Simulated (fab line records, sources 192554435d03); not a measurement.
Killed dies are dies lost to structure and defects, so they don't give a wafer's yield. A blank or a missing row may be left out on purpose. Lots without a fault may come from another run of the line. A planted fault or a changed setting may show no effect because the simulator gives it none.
Chamber matching | flow n5_finfet | N5_BEOL_M3_PECVD_72 on pecvd-03: 3 sister chambers
The step deposits SiO2 from TEOS/O2, target thk 16 nm, time 18 s. 6 wafers are shown with their chamber, then 10 later ones without.

WAFERS WITH THEIR CHAMBER
wafer  | chamber | heater_power_w (W) | throttle_valve_pct (%)
L083.1 | 2       | 859                | 21.9
L083.5 | 2       | 858                | 21.5
L085.1 | 1       | 685                | 21.6
L085.6 | 0       | 764                | 22.1
L089.1 | 1       | 660                | 22.0
L089.2 | 0       | 769                | 22.0

WAFERS WITHOUT THEIR CHAMBER
wafer  | heater_power_w (W) | throttle_valve_pct (%)
L089.5 | 752                | 21.8
L091.1 | 773                | 21.9
L091.2 | 725                | 22.2
L091.6 | 752                | 22.0
L093.1 | 760                | 22.1
L093.2 | 838                | 21.8
L093.3 | 737                | 22.1
L095.1 | 712                | 21.7
L095.3 | 756                | 22.2
L095.6 | 836                | 22.4

WHICH CHAMBER EACH WENT THROUGH
wafer  | from the rows above     | in truth
L089.5 | 0                       | 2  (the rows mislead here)
L091.1 | 0                       | 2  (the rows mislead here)
L091.2 | can't be placed: 0 or 1 | 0
L091.6 | 0                       | 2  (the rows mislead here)
L093.1 | 0                       | 0
L093.2 | 2                       | 2
L093.3 | 0                       | 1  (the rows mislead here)
L095.1 | can't be placed: 1 or 0 | 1
L095.3 | 0                       | 0
L095.6 | 2                       | 2
Placed correctly: 4 of 10. Can't be placed from these rows: 2 (the true chamber is among the candidates in 2). Placed wrongly: 4.
How it was worked out, from the rows above alone: a wafer's distance from a chamber is the root of the sum, over the readings, of the square of ((its reading less the chamber's mean) divided by the reading's scatter). The wafer belongs to the nearest chamber; if the next one is less than 2 further off, it can't be placed. A chamber's mean is the mean of its shown wafers. The scatter: the root of (the sum of the squares of (reading less its chamber's mean) over the shown wafers, divided by (wafers less chambers)).
